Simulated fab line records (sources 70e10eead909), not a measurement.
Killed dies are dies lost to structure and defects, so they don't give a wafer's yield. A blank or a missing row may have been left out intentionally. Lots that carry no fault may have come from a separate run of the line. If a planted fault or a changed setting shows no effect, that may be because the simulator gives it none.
Chamber matching :: flow nand harc :: NHARC_A_SGD_CUT_ETCHBACK_24 on rie diel-10: 4 sister chambers
The step etches the open film in CH3F/O2, target depth 50 nm, time 92.857 s. 16 wafers are shown with their chamber, then 8 later ones without.

EACH WAFER AND ITS CHAMBER
wafer: L075.1
chamber: 0
showerhead plenum p Torr (Torr): 2.64
drypump motor current A (A): 5.6
rf vpp V (V): 245.7

wafer: L075.5
chamber: 3
showerhead plenum p Torr (Torr): 2.52
drypump motor current A (A): 6.3
rf vpp V (V): 244.5

wafer: L075.6
chamber: 2
showerhead plenum p Torr (Torr): 2.40
drypump motor current A (A): 6.1
rf vpp V (V): 244.0

wafer: L079.1
chamber: 3
showerhead plenum p Torr (Torr): 2.52
drypump motor current A (A): 6.3
rf vpp V (V): 244.5

wafer: L079.2
chamber: 0
showerhead plenum p Torr (Torr): 2.64
drypump motor current A (A): 5.6
rf vpp V (V): 246.5

wafer: L079.6
chamber: 1
showerhead plenum p Torr (Torr): 2.33
drypump motor current A (A): 6.1
rf vpp V (V): 243.4

wafer: L085.1
chamber: 3
showerhead plenum p Torr (Torr): 2.52
drypump motor current A (A): 6.3
rf vpp V (V): 244.9

wafer: L085.4
chamber: 1
showerhead plenum p Torr (Torr): 2.33
drypump motor current A (A): 6.2
rf vpp V (V): 242.7

wafer: L085.6
chamber: 1
showerhead plenum p Torr (Torr): 2.33
drypump motor current A (A): 6.1
rf vpp V (V): 242.8

wafer: L089.3
chamber: 1
showerhead plenum p Torr (Torr): 2.33
drypump motor current A (A): 6.1
rf vpp V (V): 242.2

wafer: L089.4
chamber: 3
showerhead plenum p Torr (Torr): 2.52
drypump motor current A (A): 6.3
rf vpp V (V): 244.9

wafer: L089.6
chamber: 0
showerhead plenum p Torr (Torr): 2.64
drypump motor current A (A): 5.6
rf vpp V (V): 245.0

wafer: L092.2
chamber: 2
showerhead plenum p Torr (Torr): 2.39
drypump motor current A (A): 6.1
rf vpp V (V): 241.3

wafer: L092.3
chamber: 0
showerhead plenum p Torr (Torr): 2.63
drypump motor current A (A): 5.6
rf vpp V (V): 246.4

wafer: L092.4
chamber: 1
showerhead plenum p Torr (Torr): 2.33
drypump motor current A (A): 6.1
rf vpp V (V): 242.4

wafer: L093.2
chamber: 0
showerhead plenum p Torr (Torr): 2.63
drypump motor current A (A): 5.6
rf vpp V (V): 247.2

SIGNATURES, as means of the wafers listed above
reading: showerhead plenum p Torr
chamber 0: 2.6360
chamber 1: 2.3300
chamber 2: 2.3950
chamber 3: 2.5200
scatter within a chamber: 0.00376

reading: drypump motor current A
chamber 0: 5.600
chamber 1: 6.120
chamber 2: 6.100
chamber 3: 6.300
scatter within a chamber: 0.0258

reading: rf vpp V
chamber 0: 246.160
chamber 1: 242.700
chamber 2: 242.650
chamber 3: 244.700
scatter within a chamber: 0.788
Rule: for a wafer and a chamber, the distance is found by dividing, reading by reading, the gap between the wafer's reading and the chamber's mean by the reading's scatter, squaring, summing and taking the root. The wafer belongs to the nearest chamber; if the next one is less than 2 further off, it can't be placed. The scatter: take each reading less its chamber's mean, square it, sum over the shown wafers, divide by the number of wafers less the number of chambers, and take the root.

WAFERS WHOSE CHAMBER IS MISSING
wafer: L093.4
showerhead plenum p Torr (Torr): 2.33
drypump motor current A (A): 6.1
rf vpp V (V): 242.8

wafer: L093.6
showerhead plenum p Torr (Torr): 2.33
drypump motor current A (A): 6.2
rf vpp V (V): 242.3

wafer: L095.1
showerhead plenum p Torr (Torr): 2.39
drypump motor current A (A): 6.1
rf vpp V (V): 243.3

wafer: L095.4
showerhead plenum p Torr (Torr): 2.33
drypump motor current A (A): 6.1
rf vpp V (V): 242.3

wafer: L095.6
showerhead plenum p Torr (Torr): 2.63
drypump motor current A (A): 5.6
rf vpp V (V): 246.0

wafer: L096.1
showerhead plenum p Torr (Torr): 2.52
drypump motor current A (A): 6.3
rf vpp V (V): 244.8

wafer: L096.5
showerhead plenum p Torr (Torr): 2.63
drypump motor current A (A): 5.6
rf vpp V (V): 245.5

wafer: L096.6
showerhead plenum p Torr (Torr): 2.52
drypump motor current A (A): 6.3
rf vpp V (V): 245.9

THE CHAMBER EACH PASSED THROUGH
wafer: L093.4
from the rows above: 1
in truth: 1

wafer: L093.6
from the rows above: 1
in truth: 1

wafer: L095.1
from the rows above: 2
in truth: 2

wafer: L095.4
from the rows above: 1
in truth: 1

wafer: L095.6
from the rows above: 0
in truth: 0

wafer: L096.1
from the rows above: 3
in truth: 3

wafer: L096.5
from the rows above: 0
in truth: 0

wafer: L096.6
from the rows above: 3
in truth: 3
Correctly placed: 8 of 8. Number that these rows cannot place: 0. Placed wrongly: 0.
